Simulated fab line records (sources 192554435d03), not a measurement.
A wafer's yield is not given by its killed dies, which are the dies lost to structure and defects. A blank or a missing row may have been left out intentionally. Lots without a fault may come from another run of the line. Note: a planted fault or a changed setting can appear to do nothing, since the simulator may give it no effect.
Chamber matching :: flow n5Finfet :: N5_DUMMY_GATE_STRIP_41 on rieDiel-03: 3 sister chambers
The step strips in O2. 3 wafers are shown with their chamber, then 5 later ones without.

WAFERS, EACH WITH ITS CHAMBER
wafer: L087.2
chamber: 0
drypumpMotorCurrentA (A): 6.23

wafer: L090.2
chamber: 1
drypumpMotorCurrentA (A): 5.59

wafer: L090.5
chamber: 3
drypumpMotorCurrentA (A): 5.74

WAFERS WITHOUT THEIR CHAMBER
wafer: L092.1
drypumpMotorCurrentA (A): 5.64

wafer: L092.2
drypumpMotorCurrentA (A): 6.24

wafer: L092.5
drypumpMotorCurrentA (A): 5.81

wafer: L095.1
drypumpMotorCurrentA (A): 5.54

wafer: L095.3
drypumpMotorCurrentA (A): 6.27

WHICH CHAMBER EACH ONE RAN IN
wafer: L092.1
from the rows above: can't be placed: 1 or 3
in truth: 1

wafer: L092.2
from the rows above: 0
in truth: 0

wafer: L092.5
from the rows above: 3
in truth: 3

wafer: L095.1
from the rows above: 1
in truth: 1

wafer: L095.3
from the rows above: 0
in truth: 0
Placed correctly: 4 of 5. Cannot be placed on the basis of these rows: 1; the candidates contain the true chamber in 1. Wrongly placed: 0.
How it was worked out, from the rows above alone: a wafer's distance from a chamber is the root of the sum, over the readings, of the square of ((its reading less the chamber's mean) divided by the reading's scatter). The wafer belongs to the nearest chamber; if the next one is less than 2 further off, it can't be placed. Each chamber's mean is taken over the wafers shown for it. The scatter: with one shown wafer a chamber, the root of the mean of the squares of how far each hidden wafer lies from its nearest shown one.
